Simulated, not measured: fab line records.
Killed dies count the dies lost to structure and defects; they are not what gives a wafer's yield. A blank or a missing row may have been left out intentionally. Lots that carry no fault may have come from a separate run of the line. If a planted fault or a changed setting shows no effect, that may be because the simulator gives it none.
Which tool did it?	flow nandHarc	72 wafers from 24 lots sampled at 3 of the route's 1159 steps

WHAT THE GAUGES SHOWED, per wafer
NHARC_A_ZERO_WELL_CD_MEAS_10: the cd target is 2000 nm. Usual: 1999.2 nm for cdNm, sd 1.8.
lot	measured	on	cdNm (nm)	flag
L074	day 6 15:56	cdSem-02	1997.0 1997.9 1998.7	
L076	day 6 23:14	cdSem-02	1998.8 2000.4 2000.7	
L075	day 7 02:55	cdSem-03	2000.3 1998.5 1997.2	
L077	day 7 04:20	cdSem-02	1999.5 2002.1 2000.4	
L078	day 7 17:05	cdSem-02	1997.6 2001.3 2000.6	
L079	day 7 18:10	cdSem-02	2001.8 1997.9 1996.6	
L080	day 7 18:58	cdSem-03	1996.8 1997.2 1999.4	
L081	day 8 03:14	cdSem-03	1998.8 2000.1 2000.2	
L082	day 8 11:33	cdSem-02	2002.1 1998.1 1998.2	
L083	day 8 17:55	cdSem-02	1998.5 2000.5 1997.2	
L085	day 9 03:05	cdSem-02	2001.4 2000.4 1999.7	
L084	day 9 04:31	cdSem-01	1999.7 2000.1 2003.1	
L086	day 9 16:41	cdSem-02	2001.7 1998.5 1999.6	
L087	day 9 17:58	cdSem-03	1996.4 2000.5 2001.2	
L088	day 10 13:58	cdSem-01	1999.2 2001.0 1997.0	
L089	day 10 15:46	cdSem-01	1998.1 1999.1 2001.0	
L091	day 10 18:54	cdSem-01	1996.2 1995.4 1995.7	
L090	day 10 19:51	cdSem-02	2001.0 2001.4 2001.1	
L092	day 10 22:37	cdSem-01	2000.4 1999.5 2001.0	
L093	day 11 01:27	cdSem-03	1999.6 2000.0 2000.4	
L094	day 11 12:51	cdSem-01	1999.6 2000.7 2000.9	
L095	day 11 23:33	cdSem-02	1995.1 1996.4 1996.5	
L096	day 12 00:14	cdSem-01	2002.8 2000.7 2002.2	
L097	day 12 05:22	cdSem-02	1998.9 1996.5 2002.4	

EACH LOT AND THE TOOL THAT RAN IT (in order: tool; ch and the chambers of the sampled wafers; start)
lot	NHARC_P_BONDPAD_PRE_CLEAN_26	NHARC_P_BONDPAD_CMP_19
L074	pvdSputter-02, day 6 14:14 or earlier	cmp-02 ch 0,1,3, day 6 14:14
L076	pvdSputter-01, day 6 21:25 or earlier	cmp-01 ch 0,2,3, day 6 21:25
L075	pvdSputter-03, day 7 01:05 or earlier	cmp-02 ch 0,2,3, day 7 01:05
L077	pvdSputter-01, day 7 02:30 or earlier	cmp-04 ch 1,2, day 7 02:30
L078	pvdSputter-03, day 7 15:22 or earlier	cmp-04 ch 0,1,3, day 7 15:22
L079	pvdSputter-03, day 7 16:19 or earlier	cmp-02 ch 1,2, day 7 16:19
L080	pvdSputter-02, day 7 17:07 or earlier	cmp-02 ch 0,1,2, day 7 17:07
L081	pvdSputter-01, day 8 01:25 or earlier	cmp-04 ch 0,3, day 8 01:25
L082	pvdSputter-03, day 8 09:42 or earlier	cmp-01 ch 1,2, day 8 09:42
L083	pvdSputter-01, day 8 16:14 or earlier	cmp-02 ch 2,3, day 8 16:14
L085	pvdSputter-01, day 9 01:15 or earlier	cmp-04 ch 0,2,3, day 9 01:15
L084	pvdSputter-01, day 9 02:47 or earlier	cmp-04 ch 0,1, day 9 02:47
L086	pvdSputter-03, day 9 14:57 or earlier	cmp-02 ch 0,1,2, day 9 14:57
L087	pvdSputter-02, day 9 16:12 or earlier	cmp-02 ch 0,3, day 9 16:12
L088	pvdSputter-02, day 10 12:11 or earlier	cmp-04 ch 1,2,3, day 10 12:11
L089	pvdSputter-02, day 10 13:58 or earlier	cmp-04 ch 0,2,3, day 10 13:58
L091	pvdSputter-01, day 10 17:06 or earlier	cmp-01 ch 0,1,2, day 10 17:06
L090	pvdSputter-02, day 10 18:03 or earlier	cmp-01 ch 0,1,3, day 10 18:03
L092	pvdSputter-03, day 10 20:47 or earlier	cmp-02 ch 1,2,3, day 10 20:47
L093	pvdSputter-03, day 10 23:41 or earlier	cmp-02 ch 0,1,2, day 10 23:41
L094	pvdSputter-03, day 11 11:03 or earlier	cmp-04 ch 0,1,3, day 11 11:03
L095	pvdSputter-02, day 11 21:42 or earlier	cmp-01 ch 1,2,3, day 11 21:42
L096	pvdSputter-01, day 11 22:23 or earlier	cmp-04 ch 1,2, day 11 22:23
L097	pvdSputter-03, day 12 03:39 or earlier	cmp-01 ch 0,1,3, day 12 03:39
- NHARC_P_BONDPAD_PRE_CLEAN_26: time 30 s.
- NHARC_P_BONDPAD_CMP_19: polishes, t overpolish 30 s, cu recess touch 16 s, target thk 160.81 nm.

AS READ BY THE TOOLS THEMSELVES (means over the sampled wafers that have a number; for cases with no such wafer, the mark the record gives instead)
NHARC_P_BONDPAD_PRE_CLEAN_26. Usual: 418 W for heaterPowerW, sd 43.
lot	tool	heaterPowerW (W)	flag
L074	pvdSputter-02	457	
L076	pvdSputter-01	403	
L075	pvdSputter-03	458	
L077	pvdSputter-01	427	
L078	pvdSputter-03	433	
L079	pvdSputter-03	440	
L080	pvdSputter-02	452	
L081	pvdSputter-01	373	
L082	pvdSputter-03	433	
L083	pvdSputter-01	378	
L085	pvdSputter-01	376	
L084	pvdSputter-01	363	
L086	pvdSputter-03	432	
L087	pvdSputter-02	427	
L088	pvdSputter-02	415	
L089	pvdSputter-02	402	
L091	pvdSputter-01	397	
L090	pvdSputter-02	415	
L092	pvdSputter-03	434	
L093	pvdSputter-03	434	
L094	pvdSputter-03	415	
L095	pvdSputter-02	461	
L096	pvdSputter-01	396	
L097	pvdSputter-03	435	

NHARC_P_BONDPAD_CMP_19. Usual: motorCurrentA 12.0 A, standard deviation 1.1; overpolishRunS 29.999 s, standard deviation 0.0087; slurryFlowMlMin 150.0, standard deviation 0.47.
lot	tool	motorCurrentA (A)	overpolishRunS (s)	slurryFlowMlMin	flag
L074	cmp-02	12.0	29.994	150.2	
L076	cmp-01	12.2	29.997	149.8	
L075	cmp-02	12.6	30.006	149.8	
L077	cmp-04	10.5	30.002	150.3	
L078	cmp-04	11.5	29.996	150.1	
L079	cmp-02	12.9	29.994	149.7	
L080	cmp-02	12.4	30.000	149.4	
L081	cmp-04	12.1	29.996	150.5	
L082	cmp-01	13.5	30.001	150.3	
L083	cmp-02	12.3	29.997	150.0	
L085	cmp-04	11.8	29.991	149.7	
L084	cmp-04	11.0	29.998	149.6	
L086	cmp-02	12.7	30.003	149.7	
L087	cmp-02	11.9	30.004	149.5	
L088	cmp-04	11.4	29.999	149.8	
L089	cmp-04	11.6	30.002	150.2	
L091	cmp-01	12.2	29.997	150.7	
L090	cmp-01	12.0	29.991	150.3	
L092	cmp-02	12.7	30.000	150.0	
L093	cmp-02	12.5	30.001	149.9	
L094	cmp-04	11.3	29.992	150.0	
L095	cmp-01	13.1	29.999	149.7	
L096	cmp-04	10.4	30.001	149.9	
L097	cmp-01	12.4	30.009	150.1	

THE ANSWER, worked out from the rows above alone
Rule: take the mean of a lot's wafers that have a number; if it is more than 3 standard deviations from the usual mean, the lot is off. A lot without any number at a reading at which 4 lots or more have one is off too. The other lots that the step has rows for count as sound. Order of review: gauges by route order, followed by the tools' own readings, for which a lot's mean as printed above is used. At the first step where some lot is off, the reading lying furthest off is the one used; lots without a number count as furthest.
Nothing can be told from this: no lot is off at any reading shown.

WHAT HAD BEEN PUT IN BY THE SIMULATOR
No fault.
